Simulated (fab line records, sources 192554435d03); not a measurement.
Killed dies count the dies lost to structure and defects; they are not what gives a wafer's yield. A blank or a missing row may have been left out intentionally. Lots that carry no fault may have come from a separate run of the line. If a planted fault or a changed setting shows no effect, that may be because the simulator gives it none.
fab line records	flow n5-finfet
record lots=8	wafers=22	last-day=18
route steps=1938 shown BEOL_M4@1111 BEOL_M6@1198 PASSIVATION@1936
lots that met no fault: from a run of the same line without faults
start-h: hours from the record's first day to the start of the lot's first wafer shown	wait-h: hours from the lot's prior step to this one	" same as the row above	L1.1+2: several wafers, shown together as one row	- no value present, or no start provided	* or withheld: withheld	< > ~ a bound
route shown NAME@n: names a module that has steps shown in the file, with the first one's number in the route	usual: mean/standard deviation of fault-free wafers	same: alike in all rows	chamber/n: place in a boat	sites: per-site readings	_std_site: their standard deviation	_edge_site: mean of outer sites minus mean of inner sites	radius-mm: how far each site lies from the wafer's centre	mask NAME#n: copy n	behind: the tool/chamber that last shaped the wafer	hold: the reason the lot was held/the length of the hold in hours/how it ended	device: transistor that didn't switch, given as n, p or np	end of line: at the end of the route, the tests of the same wafers	for a step that has no rows: nothing shown but its recipe	killed: the dies lost at the first sort to structure and to defects; this is not the yield of the wafer	map: dies across one wafer; x = killed, . = not, _ = none there
set.NAME: setting as actually run; set.NAME@STEP: the setting as run at that earlier step	model.NAME: the simulator's own value behind a step, which no gauge read
one table for each step of the route and one row for each wafer, over a sample of lots
services: from which hour (start-h, from the record's first day; less than 0 if before it) a tool's chamber was out of use, for how many hours, and why
## steps
# step N5_BEOL_M4_RC_MEAS_101
# usual DIBL_N=36.2/1.6	DIBL_P=36.1/2	IOFF_N=0.16/0.032	IOFF_P=0.22/0.036	ION_N=672/11	ION_P=463/7.5	SS_N=71.4/0.58	SS_P=73.2/0.67	VT_N=250/3.3	VT_P=-250/3.3
lot.wafer	tool	chamber	start-h	wait-h	DIBL_N[mV/V]	DIBL_P[mV/V]	IOFF_N[nA/um]	IOFF_P[nA/um]	ION_N[uA/um]	ION_P[uA/um]	SS_N[mV/dec]	SS_P[mV/dec]	VT_N[mV]	VT_P[mV]
L728.1	prober-01	0	175.49	0.0	35.8	35.9	0.15	0.24	678	477	71.1	73.3	249	-246
L728.5	"	0	"	"	33.8	32.6	0.11	0.19	659	464	70.3	72.6	253	-251
L728.6	"	0	"	"	35.6	34.7	0.15	0.22	672	470	71.3	72.8	248	-247
L729.1	prober-02	0	179.65	0.0	35.8	36.9	0.15	0.22	678	470	71.6	73.6	248	-250
L729.3	"	0	"	"	35.9	35.7	0.15	0.19	664	457	71.4	72.8	249	-252
L729.5	"	0	"	"	38.0	39.7	0.19	0.27	675	469	72.2	74.3	249	-249
L730.2	prober-02	0	181.64	0.2	36.3	35.6	0.16	0.23	683	474	71.8	73.3	247	-250
L730.5	"	0	"	"	37.3	37.0	0.18	0.25	680	465	71.7	73.5	247	-246
L730.6	"	0	"	"	37.1	36.1	0.16	0.22	680	472	71.6	73.8	248	-250
L742.1	prober-02	0	270.23	0.0	35.3	35.2	0.15	0.20	676	465	71.4	73.8	248	-251
L742.2	"	0	"	"	41.1	40.7	0.29	0.29	699	466	73.2	74.8	240	-247
L744.1	prober-02	0	273.13	0.0	34.6	34.6	0.12	0.18	661	458	71.6	72.5	254	-253
L744.2	"	0	"	"	35.1	35.6	0.13	0.19	667	461	71.1	72.6	254	-250
L744.5	"	0	"	"	36.8	38.2	0.15	0.23	679	470	72.1	73.9	251	-250
L741.1	prober-01	0	278.71	0.0	34.1	34.8	0.13	0.16	669	455	71.1	72.4	252	-256
L741.4	"	0	"	"	35.7	36.7	0.16	0.18	675	458	72.0	73.6	247	-253
L746.1	prober-02	0	317.33	0.0	35.7	34.4	0.15	0.18	675	458	71.3	73.4	250	-255
L746.4	"	0	"	"	35.1	34.1	0.15	0.17	665	449	71.9	73.3	252	-251
L746.5	"	0	"	"	36.1	35.5	0.16	0.19	679	455	71.9	73.0	249	-251
L749.2	prober-02	0	323.01	0.2	33.9	34.4	0.12	0.17	661	464	70.6	71.7	254	-253
L749.3	"	0	"	"	35.4	37.0	0.14	0.20	679	466	70.3	72.9	253	-249
L749.6	"	0	"	"	34.7	36.1	0.13	0.19	669	466	70.5	72.2	254	-252
# step N5_BEOL_M6_HM_DEP_02
# recipe material=TiN	target-thk-a=200	temp-c=25	chamber-pressure-pa=0.49996
# usual throttle-valve-pct=30.2/1
lot.wafer	tool	chamber	start-h	wait-h	throttle-valve-pct
L728.1	pvd-sputter-01	-	190.06	1.7	30.6
L728.5	"	-	"	"	31.0
L728.6	"	-	"	"	31.6
L729.1	pvd-sputter-01	-	196.21	2.8	30.7
L729.3	"	-	"	"	31.8
L729.5	"	-	"	"	31.8
L730.2	pvd-sputter-01	-	199.94	1.3	31.8
L730.5	"	-	"	"	30.8
L730.6	"	-	"	"	31.7
L742.1	pvd-sputter-03	-	285.52	2.4	29.4
L742.2	"	-	"	"	32.1
L744.1	pvd-sputter-01	-	287.13	0.3	30.6
L744.2	"	-	"	"	32.1
L744.5	"	-	"	"	30.1
L741.1	pvd-sputter-03	-	296.81	1.0	29.9
L741.4	"	-	"	"	29.6
L746.1	pvd-sputter-02	-	330.68	0.4	29.1
L746.4	"	-	"	"	29.5
L746.5	"	-	"	"	29.5
L749.2	pvd-sputter-01	-	337.91	0.1	30.7
L749.3	"	-	"	"	31.6
L749.6	"	-	"	"	32.0
# step N5_BEOL_M6_ETCH_62
# recipe chemistry=N2/H2	target=SOC	target-depth-a=1100	overetch-a=220	mask-material=SiARC	temp-c=40	time-s=165	ion-energy-ev=200	pressure-mtorr=30	source-w=840	bias-w=150	n2-flow-sccm=200	h2-flow-sccm=200
# usual drypump-motor-current-A=5.7/0.55	h2-flow-sccm=199.9/0.7	oes-product-au=0.72/0.06	rf-vpp-V=523.3/2.2	showerhead-plenum-p-Torr=2.53/0.079	throttle-valve-pct=17.72/0.21
lot.wafer	tool	chamber	start-h	wait-h	drypump-motor-current-A	h2-flow-sccm	oes-product-au	rf-hours-counter-h	rf-vpp-V	showerhead-plenum-p-Torr	throttle-valve-pct
L728.1	rie-diel-01	0	190.78	0.0	6.0	199.4	0.67	127	525.2	2.54	17.76
L728.5	"	2	"	"	5.2	199.0	0.83	-	521.5	2.49	17.32
L728.6	"	3	"	"	6.0	199.1	0.76	-	522.6	2.49	17.73
L729.1	rie-diel-01	2	196.76	0.0	5.1	199.8	0.82	6	522.5	2.49	17.34
L729.3	"	0	"	"	6.0	199.8	0.66	130	525.7	2.54	17.76
L729.5	"	2	"	"	5.1	200.0	0.82	-	522.0	2.49	17.33
L730.2	rie-diel-01	3	200.49	0.0	6.1	200.2	0.75	24	523.9	2.49	17.74
L730.5	"	1	"	"	6.7	200.3	0.78	-	522.4	2.49	17.83
L730.6	"	0	"	"	6.0	200.5	0.66	-	524.2	2.54	17.76
L742.1	rie-diel-02	0	286.36	0.0	5.6	201.2	0.59	225	519.4	2.41	18.06
L742.2	"	2	"	"	5.4	200.0	0.75	48	528.2	2.70	17.77
L744.1	rie-diel-06	0	287.68	0.0	5.6	199.1	0.75	40	527.1	2.70	17.79
L744.2	"	1	"	"	4.9	200.6	0.66	158	524.5	2.54	17.63
L744.5	"	0	"	"	5.5	199.0	0.76	-	528.3	2.70	17.79
L741.1	rie-diel-01	3	297.56	0.0	6.0	199.6	0.72	55	521.7	2.48	17.80
L741.4	"	1	"	"	6.7	199.2	0.73	48	522.9	2.48	17.89
L746.1	rie-diel-06	1	331.23	0.0	4.9	200.2	0.64	172	524.1	2.53	17.65
L746.4	"	2	"	"	5.5	201.6	0.67	108	525.1	2.56	18.08
L746.5	"	2	"	"	5.5	201.5	0.68	-	524.8	2.56	18.09
L749.2	rie-diel-01	2	338.58	0.0	5.1	198.5	0.73	58	523.0	2.47	17.44
L749.3	"	0	"	"	6.0	199.5	0.63	177	523.3	2.52	17.84
L749.6	"	1	"	"	6.7	200.0	0.72	-	521.0	2.47	17.92
# step N5_BEOL_M6_OVL_MEAS_29
# recipe points-per-wafer=522
# usual V5_OVL=0.0/0.62
lot.wafer	tool	chamber	start-h	wait-h	V5_OVL[nm]
L728.1	overlay-01	0	195.29	0.0	-0.3
L728.5	"	0	"	"	0.6
L728.6	"	0	"	"	0.3
L729.1	overlay-01	0	199.19	0.0	0.4
L729.3	"	0	"	"	0.8
L729.5	"	0	"	"	0.0
L730.2	overlay-01	0	201.63	0.0	-0.1
L730.5	"	0	"	"	0.5
L730.6	"	0	"	"	-0.4
L742.1	overlay-02	0	287.45	0.0	-1.1
L742.2	"	0	"	"	-1.0
L744.1	overlay-01	0	289.86	0.0	0.1
L744.2	"	0	"	"	-0.1
L744.5	"	0	"	"	0.3
L741.1	overlay-01	0	300.15	0.0	0.5
L741.4	"	0	"	"	0.4
L746.1	overlay-01	0	335.81	0.0	0.1
L746.4	"	0	"	"	-0.2
L746.5	"	0	"	"	0.3
L749.2	overlay-02	0	339.84	0.0	-0.2
L749.3	"	0	"	"	0.6
L749.6	"	0	"	"	0.2
# step N5_BEOL_M6_VIA_ETCH_34
# recipe chemistry=C4F6/O2	target=SiCOH_lowk	target-depth-a=1263	mask-material=SOC	taper-deg=4	time-s=50.9	ion-energy-ev=250	pressure-mtorr=30	source-w=345	bias-w=185	Ar_flow_sccm=300	C4F6_flow_sccm=10	O2_flow_sccm=10
# usual C4F6_flow_sccm=10.00/0.031	drypump-motor-current-A=5.6/0.52	oes_o_777_au=0.84/0.09	oes-product-au=0.84/0.086	rf-vpp-V=660/12	showerhead-plenum-p-Torr=2.85/0.11	throttle-valve-pct=20.79/0.22
lot.wafer	tool	chamber	start-h	wait-h	C4F6_flow_sccm	drypump-motor-current-A	oes_o_777_au	oes-product-au	rf-hours-counter-h	rf-vpp-V	showerhead-plenum-p-Torr	throttle-valve-pct
L728.1	rie-diel-02	0	195.67	0.0	10.01	5.6	0.73	0.71	192	646	2.70	20.86
L728.5	"	0	"	"	10.02	5.6	0.74	0.72	-	645	2.70	20.86
L728.6	"	3	"	"	10.02	6.6	0.68	0.68	-	655	2.70	20.61
L729.1	rie-diel-06	3	199.47	0.0	9.98	5.3	0.94	0.91	24	658	2.79	20.47
L729.3	"	2	"	"	10.00	5.5	0.84	0.84	67	664	2.86	21.06
L729.5	"	1	"	"	9.96	4.9	0.78	0.79	-	678	2.86	20.70
L730.2	rie-diel-06	3	201.90	0.0	10.00	5.3	0.94	0.91	24	658	2.79	20.48
L730.5	"	1	"	"	9.97	4.9	0.78	0.79	-	677	2.86	20.70
L730.6	"	0	"	"	9.96	5.5	0.97	0.94	-	640	3.02	20.67
L742.1	rie-diel-02	3	287.73	0.0	10.04	6.6	0.66	0.25	251	652	2.68	20.51
L742.2	"	0	"	"	9.98	5.6	0.72	0.69	226	644	2.68	20.90
L744.1	rie-diel-02	2	290.13	0.0	9.98	5.4	0.88	0.87	49	669	3.01	20.83
L744.2	"	0	"	"	10.01	5.6	0.71	0.69	227	646	2.68	20.89
L744.5	"	1	"	"	9.97	5.3	0.91	0.93	-	671	3.04	20.70
L741.1	rie-diel-06	3	300.48	0.0	10.02	5.3	0.89	0.32	57	657	2.78	20.37
L741.4	"	0	"	"	9.95	5.5	0.90	0.89	44	640	3.00	20.74
L746.1	rie-diel-01	1	336.18	0.0	9.99	6.7	0.84	0.85	63	656	2.77	20.99
L746.4	"	0	"	"	9.98	6.0	0.69	0.73	176	651	2.85	21.04
L746.5	"	3	"	"	10.02	6.1	0.84	0.84	-	656	2.79	21.06
L749.2	rie-diel-02	0	340.11	0.0	10.02	5.6	0.71	0.67	246	646	2.67	20.94
L749.3	"	2	"	"	9.95	5.4	0.86	0.84	69	668	3.00	20.85
L749.6	"	1	"	"	10.02	5.4	0.87	0.89	-	673	3.03	20.74
# step N5_BEOL_M6_STRIP_80
# recipe chemistry=N2/H2	time-s=10	power-w=450	temp-c=40	pressure-mtorr=20	rf-frequency-hz=6e+07	bias-power-w=7	n2-flow-sccm=200	h2-flow-sccm=200
# usual drypump-motor-current-A=5.6/0.52	h2-flow-sccm=200.0/0.61	oes-product-au=0.84/0.086	rf-vpp-V=59.3/0.89	showerhead-plenum-p-Torr=2.54/0.1	throttle-valve-pct=23.57/0.21
lot.wafer	tool	chamber	start-h	wait-h	drypump-motor-current-A	h2-flow-sccm	oes-product-au	rf-hours-counter-h	rf-vpp-V	showerhead-plenum-p-Torr	throttle-valve-pct
L728.1	rie-diel-02	0	-	-	5.6	199.5	0.72	192	59.1	2.42	23.90
L728.5	"	0	"	"	5.6	199.9	0.73	-	58.4	2.42	23.90
L728.6	"	3	"	"	6.6	199.8	0.69	-	59.3	2.43	23.74
L729.1	rie-diel-06	3	-	-	5.3	201.3	0.92	24	59.2	2.49	23.31
L729.3	"	2	"	"	5.5	199.4	0.86	67	61.2	2.58	23.73
L729.5	"	1	"	"	4.9	200.3	0.80	-	59.5	2.54	23.42
L730.2	rie-diel-06	3	-	-	5.3	200.3	0.90	24	60.3	2.49	23.32
L730.5	"	1	"	"	4.9	198.5	0.80	-	58.7	2.54	23.41
L730.6	"	0	"	"	5.6	200.5	0.95	-	59.1	2.71	23.69
L742.1	rie-diel-02	3	-	-	6.5	199.6	0.66	251	58.1	2.41	23.79
L742.2	"	0	"	"	5.6	199.2	0.69	226	59.5	2.40	23.92
L744.1	rie-diel-02	2	-	-	5.4	199.7	0.87	49	59.1	2.70	23.59
L744.2	"	0	"	"	5.6	200.6	0.69	227	60.1	2.40	23.95
L744.5	"	1	"	"	5.4	199.4	0.94	-	59.3	2.69	23.28
L741.1	rie-diel-06	3	-	-	5.3	200.9	0.86	57	58.7	2.47	23.37
L741.4	"	0	"	"	5.6	199.2	0.90	44	59.3	2.70	23.70
L746.1	rie-diel-01	1	-	-	6.7	200.1	0.84	63	59.2	2.47	23.74
L746.4	"	0	"	"	6.0	198.7	0.73	176	58.5	2.52	23.62
L746.5	"	3	"	"	6.1	199.7	0.84	-	60.3	2.47	23.57
L749.2	rie-diel-02	0	-	-	5.6	199.9	0.68	246	58.2	2.39	23.96
L749.3	"	2	"	"	5.4	200.2	0.86	69	58.8	2.69	23.63
L749.6	"	1	"	"	5.4	199.9	0.89	-	58.3	2.68	23.31
# step N5_BEOL_M6_OCD_MEAS_38
# usual trench-depth-nm=94.2/1.6
lot.wafer	tool	chamber	start-h	wait-h	trench-depth-nm
L728.1	ocd-02	-	195.92	-	93.8
L728.5	"	-	"	"	92.9
L728.6	"	-	"	"	93.1
L729.1	ocd-02	-	199.72	-	96.3
L729.3	"	-	"	"	95.7
L729.5	"	-	"	"	94.4
L730.2	ocd-02	-	202.14	-	97.0
L730.5	"	-	"	"	93.6
L730.6	"	-	"	"	96.0
L742.1	ocd-01	-	287.97	-	-
L742.2	"	-	"	"	92.3
L744.1	ocd-02	-	290.38	-	94.5
L744.2	"	-	"	"	93.4
L744.5	"	-	"	"	92.4
L741.1	ocd-02	-	300.72	-	-
L741.4	"	-	"	"	94.6
L746.1	ocd-02	-	336.42	-	95.3
L746.4	"	-	"	"	91.3
L746.5	"	-	"	"	97.2
L749.2	ocd-02	-	340.35	-	91.5
L749.3	"	-	"	"	93.4
L749.6	"	-	"	"	91.9
# step N5_BEOL_M6_CD_MEAS_35
# recipe target-cd-nm=40	target-cd-y-nm=28	polarity=opening
# usual cd-nm=39.8/0.53
lot.wafer	tool	chamber	start-h	wait-h	cd-nm
L728.1	cd-sem-01	-	196.07	0.0	39.4
L728.5	"	-	"	"	40.2
L728.6	"	-	"	"	39.6
L729.1	cd-sem-01	-	199.87	0.0	39.4
L729.3	"	-	"	"	38.8
L729.5	"	-	"	"	40.0
L730.2	cd-sem-02	-	202.30	0.0	41.2
L730.5	"	-	"	"	40.3
L730.6	"	-	"	"	40.8
L742.1	cd-sem-02	-	288.13	0.0	-
L742.2	"	-	"	"	39.4
L744.1	cd-sem-02	-	290.53	0.0	39.4
L744.2	"	-	"	"	40.4
L744.5	"	-	"	"	40.1
L741.1	cd-sem-01	-	300.88	0.0	-
L741.4	"	-	"	"	40.1
L746.1	cd-sem-03	-	336.57	0.0	39.5
L746.4	"	-	"	"	38.7
L746.5	"	-	"	"	39.2
L749.2	cd-sem-03	-	340.51	0.0	39.4
L749.3	"	-	"	"	40.5
L749.6	"	-	"	"	40.2
# step N5_PASSIVATION_PROBE_49
# usual defect-limited-yield=91.4/1.3	killed_at_M0_to_M3=34/10	killed_at_M4_up=14/5.6	killed-at-contacts=13/5.9	killed-at-front-end=37/9.9	killed-at-other=3.5/2.8	killed-dies=101/15	killed-on-rim=13/3.9	killed-open=67/12	killed-short=32/6.6	sort_bin_4_leakage=0.00/0.014	sort_bin_5_function=5.0/0.81	sort_bin_6_memory=3.2/0.66	sort-n-pass=1079/15	sort-yield-pct=91.4/1.3
# same gross-dies=1180	killed-at-back-side=0	sort_bin_8_speed[%]=0
lot.wafer	tool	chamber	start-h	wait-h	defect-limited-yield[%]	killed_at_M0_to_M3	killed_at_M4_up	killed-at-contacts	killed-at-front-end	killed-at-other	killed-dies	killed-on-rim	killed-open	killed-short	sort_bin_4_leakage[%]	sort_bin_5_function[%]	sort_bin_6_memory[%]	sort-n-pass	sort-yield-pct[%]
L729.1	prober-01	-	287.90	0.0	92.3	24	15	14	30	8	91	9	56	34	0	4.7	2.6	1089	92.3
L729.3	prober-01	-	288.00	0.1	89.7	46	12	32	30	2	122	20	87	35	0	4.9	4.7	1058	89.7
L729.5	prober-01	-	288.10	0.2	91.5	31	11	22	30	6	100	11	71	28	0	5.5	2.7	1080	91.5
L728.1	prober-02	-	289.88	0.0	91.3	29	14	17	36	7	103	10	73	26	0	5.1	3.2	1077	91.3
L728.5	prober-02	-	290.08	0.2	92.1	33	11	17	30	2	93	11	64	29	0	4.8	2.6	1087	92.1
L728.6	prober-02	-	290.13	0.3	92.1	35	3	16	35	4	93	16	55	38	0	4.7	2.9	1087	92.1
L742.1	prober-01	-	371.93	0.0	0	23	1097	9	51	0	1180	152	73	24	0	97.2	2.5	0	0
L742.2	prober-01	-	371.98	0.1	91.9	33	21	8	34	0	96	15	64	32	0.17	4.6	3.4	1082	91.7
L744.1	prober-02	-	376.29	0.0	89.7	34	29	13	44	1	121	10	86	33	0	6.6	3.6	1059	89.7
L744.2	prober-02	-	376.34	0.1	91.4	34	13	18	31	6	102	10	65	36	0	4.7	3.7	1078	91.4
L744.5	prober-02	-	376.49	0.2	91.5	36	14	18	32	0	100	22	64	34	0	5.7	2.5	1080	91.5
L741.1	prober-02	-	396.56	0.0	0	30	1090	14	39	7	1180	152	69	29	0	96.6	3.1	0	0
L741.4	prober-02	-	396.71	0.2	90.5	38	13	9	51	1	112	14	78	33	0	5.7	3.5	1068	90.5
L746.1	prober-02	-	418.65	0.6	89.9	29	20	19	47	4	119	15	81	36	0	6.0	3.6	1061	89.9
L746.4	prober-02	-	418.80	0.7	93.5	26	15	10	20	6	77	5	42	34	0	4.2	2.2	1103	93.5
L746.5	prober-02	-	418.85	0.8	90.4	37	23	13	38	2	113	16	82	28	0	5.8	3.5	1067	90.4
L749.2	prober-02	-	423.61	0.1	90.8	44	10	9	42	4	109	9	72	37	0	5.7	3.3	1071	90.8
L749.3	prober-02	-	423.66	0.1	91.2	26	15	15	43	5	104	16	68	35	0	4.8	3.7	1076	91.2
L749.6	prober-02	-	423.81	0.3	92.1	39	19	10	24	1	93	8	55	38	0	4.7	3.1	1087	92.1
# killed by level:class
L729.1 MOL_CONTACT_COAG:geometric-particle:open=11 BEOL_M0_SAQP:geometric-particle:open=9 STARTING-WAFER:geometric-particle:short=6 BEOL_M0_SAQP:geometric-particle:short=5 BEOL_M3:geometric-particle:open=5 DUMMY_GATE:geometric-particle:open=4 BEOL_M6:geometric-particle:open=4 PASS1_CAP:geometric-particle:short=4
L729.3 MOL_CONTACT_COAG:geometric-particle:open=24 BEOL_M3:geometric-particle:open=14 FIN_SAQP:geometric-particle:short=10 BEOL_M0_SAQP:geometric-particle:open=10 MOL_CONTACT_COAG:geometric-particle:short=8 BEOL_M2:geometric-particle:open=8 GATE_CUT:geometric-particle:open=5 BEOL_M0_SAQP:geometric-particle:short=5
L729.5 MOL_CONTACT_COAG:geometric-particle:open=18 BEOL_M2:geometric-particle:open=11 BEOL_M3:geometric-particle:open=7 BEOL_M0_SAQP:geometric-particle:open=6 BEOL_M0_SAQP:geometric-particle:short=5 FIN_SAQP:geometric-particle:open=4 FIN_SAQP:geometric-particle:short=4 STI_FIN_REVEAL:geometric-particle:short=4
L728.1 MOL_CONTACT_COAG:geometric-particle:open=15 BEOL_M1:geometric-particle:open=11 STI_FIN_REVEAL:geometric-particle:open=10 BEOL_M3:geometric-particle:open=8 BEOL_M4:geometric-particle:open=8 GATE_CUT:geometric-particle:short=5 BEOL_M0_SAQP:geometric-particle:open=5 GATE_CUT:geometric-particle:open=4
L728.5 MOL_CONTACT_COAG:geometric-particle:open=16 BEOL_M3:geometric-particle:open=9 BEOL_M1:geometric-particle:open=7 DUMMY_GATE:geometric-particle:open=6 STI_FIN_REVEAL:geometric-particle:open=5 GATE_CUT:geometric-particle:short=5 BEOL_M4:geometric-particle:open=5 FIN_SAQP:geometric-particle:short=4
L728.6 MOL_CONTACT_COAG:geometric-particle:open=11 FIN_SAQP:geometric-particle:short=10 BEOL_M1:geometric-particle:open=10 BEOL_M0:geometric-particle:open=7 FIN_SAQP:geometric-particle:open=6 GATE_CUT:geometric-particle:open=5 MOL_CONTACT_COAG:geometric-particle:short=5 GATE_CUT:geometric-particle:short=4
L742.1 BEOL_M6:area-open=1083 STI_FIN_REVEAL:geometric-particle:open=24 FIN_SAQP:geometric-particle:open=7 BEOL_M0_SAQP:geometric-particle:open=6 BEOL_M4:geometric-particle:open=6 STI_FIN_REVEAL:geometric-particle:short=5 MOL_CONTACT_COAG:geometric-particle:open=5 BEOL_M3:geometric-particle:open=4
L742.2 STI_FIN_REVEAL:geometric-particle:open=11 BEOL_M0_SAQP:geometric-particle:short=11 BEOL_M4:geometric-particle:open=7 MOL_CONTACT_COAG:geometric-particle:open=6 BEOL_M2:geometric-particle:open=6 BEOL_M3:geometric-particle:short=5 BEOL_M8:geometric-particle:open=5 BEOL_M0_SAQP:geometric-particle:open=4
L744.1 BEOL_M4:geometric-particle:open=14 FIN_SAQP:geometric-particle:open=11 STI_FIN_REVEAL:geometric-particle:open=9 BEOL_M0_SAQP:geometric-particle:open=9 FIN_SAQP:geometric-particle:short=8 MOL_CONTACT_COAG:geometric-particle:open=8 BEOL_M3:geometric-particle:open=8 BEOL_M2:geometric-particle:open=7
L744.2 MOL_CONTACT_COAG:geometric-particle:open=16 BEOL_M1:geometric-particle:open=10 GATE_CUT:geometric-particle:short=6 BEOL_M0_SAQP:geometric-particle:open=5 BEOL_M2:geometric-particle:open=5 BEOL_M4:geometric-particle:open=5 FIN_SAQP:geometric-particle:short=4 BEOL_M3:geometric-particle:short=4
L744.5 MOL_CONTACT_COAG:geometric-particle:open=13 BEOL_M1:geometric-particle:open=7 BEOL_M2:geometric-particle:open=7 BEOL_M3:geometric-particle:open=7 STI_FIN_REVEAL:geometric-particle:open=6 GATE_CUT:geometric-particle:short=6 BEOL_M0_SAQP:geometric-particle:short=5 STARTING-WAFER:geometric-particle:short=5
L741.1 BEOL_M6:area-open=1081 STI_FIN_REVEAL:geometric-particle:open=12 MOL_CONTACT_COAG:geometric-particle:open=12 BEOL_M0_SAQP:geometric-particle:open=10 BEOL_M0_SAQP:geometric-particle:short=7 FIN_SAQP:geometric-particle:open=4 BEOL_M1:geometric-particle:open=4 BEOL_M2:geometric-particle:open=4
L741.4 STI_FIN_REVEAL:geometric-particle:open=17 BEOL_M0_SAQP:geometric-particle:open=9 BEOL_M2:geometric-particle:open=9 MOL_CONTACT_COAG:geometric-particle:open=7 BEOL_M1:geometric-particle:open=7 GATE_CUT:geometric-particle:short=5 BEOL_M0_SAQP:geometric-particle:short=5 STARTING-WAFER:geometric-particle:short=5
L746.1 MOL_CONTACT_COAG:geometric-particle:open=15 STI_FIN_REVEAL:geometric-particle:open=14 BEOL_M3:geometric-particle:open=8 BEOL_M0_SAQP:geometric-particle:short=7 FIN_SAQP:geometric-particle:short=5 FIN_SAQP:geometric-particle:open=5 DUMMY_GATE:geometric-particle:open=5 BEOL_M6:geometric-particle:open=5
L746.4 BEOL_M0_SAQP:geometric-particle:short=14 MOL_CONTACT_COAG:geometric-particle:open=8 BEOL_M4:geometric-particle:open=8 STI_FIN_REVEAL:geometric-particle:open=4 BEOL_M0_SAQP:geometric-particle:open=4 BEOL_M2:geometric-particle:open=4 ILD0:geometric-particle:short=3 STARTING-WAFER:geometric-particle:short=3
L746.5 STI_FIN_REVEAL:geometric-particle:open=13 MOL_CONTACT_COAG:geometric-particle:open=11 BEOL_M2:geometric-particle:open=10 BEOL_M3:geometric-particle:open=9 BEOL_M0_SAQP:geometric-particle:open=6 BEOL_M4:geometric-particle:open=6 FIN_SAQP:geometric-particle:open=5 BEOL_M0_SAQP:geometric-particle:short=5
L749.2 FIN_SAQP:geometric-particle:open=14 BEOL_M0_SAQP:geometric-particle:open=12 BEOL_M0_SAQP:geometric-particle:short=10 MOL_CONTACT_COAG:geometric-particle:open=8 BEOL_M1:geometric-particle:open=7 GATE_CUT:geometric-particle:short=5 BEOL_M2:geometric-particle:open=5 BEOL_M3:geometric-particle:open=5
L749.3 MOL_CONTACT_COAG:geometric-particle:open=13 STI_FIN_REVEAL:geometric-particle:open=10 FIN_SAQP:geometric-particle:open=9 DUMMY_GATE:geometric-particle:open=6 BEOL_M0_SAQP:geometric-particle:short=6 FIN_SAQP:geometric-particle:short=4 BEOL_M0_SAQP:geometric-particle:open=4 BEOL_M1:geometric-particle:open=4
L749.6 BEOL_M0_SAQP:geometric-particle:short=11 MOL_CONTACT_COAG:geometric-particle:open=8 BEOL_M3:geometric-particle:open=8 BEOL_M1:geometric-particle:open=6 FIN_SAQP:geometric-particle:open=5 FIN_SAQP:geometric-particle:short=5 GATE_CUT:geometric-particle:short=5 BEOL_M0_SAQP:geometric-particle:open=4
## services
tool	chamber	start-h	hours	kind
pvd-sputter-02	-	207.32	1.6	repair
rie-diel-02	1	209.60	1.2	repair
rie-diel-06	2	212.80	6.6	repair
rie-diel-02	1	219.98	-	clean
rie-diel-02	1	219.98	-	consumable-replace:focus-ring
rie-diel-02	1	219.98	-	consumable-replace:showerhead
rie-diel-02	1	219.98	28.3	scheduled-down
rie-diel-02	1	219.98	28.3	vent-cycle
rie-diel-01	0	231.78	6.0	repair
rie-diel-02	0	262.90	4.5	repair
rie-diel-02	3	287.94	-	clean
rie-diel-02	3	287.94	-	consumable-replace:focus-ring
rie-diel-02	3	287.94	-	consumable-replace:showerhead
rie-diel-02	3	287.94	28.8	scheduled-down
rie-diel-02	3	287.94	28.8	vent-cycle
rie-diel-06	0	323.70	2.2	repair
## key
first-sign step=N5_BEOL_M6_VIA_ETCH_34	reading=oes-product-au	direction=down	sigmas=6.4	usual=0.84	struck=0.28
effect step=N5_BEOL_M6_OCD_MEAS_38	reading=trench-depth-nm	direction=missing
effect step=N5_BEOL_M6_CD_MEAS_35	reading=cd-nm	direction=missing
effect step=N5_PASSIVATION_PROBE_49	reading=killed_at_M4_up	direction=up	sigmas=99+	usual=14	struck=1094
more-kills-born-at N5_BEOL_M6_HM_OPEN_17@rie-metal-01=1083	N5_BEOL_M6_HM_OPEN_17@rie-metal-02=1081
met-at N5_BEOL_M6_HM_DEP_02
struck-lots L741,L742
struck-wafers L741.1,L742.1
later-rows-left-out L741.1,L742.1
not-acting-at N5_BEOL_M6_ETCH_62,N5_BEOL_M6_OVL_MEAS_29,N5_BEOL_M6_STRIP_80
fault kind=process-parameter-drift	tool=pvd-sputter-03	chamber=-	onset-h=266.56	steps=N5_BEOL_M6_HM_DEP_02	channel=target-thk-a	offset=*	shape=step	end-h=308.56	scope=struck-wafers-only	acts-in=*	stated=*
# later-rows-left-out: the simulator's readings of these wafers behind a module that went badly wrong aren't trusted and aren't shown, but for the sort
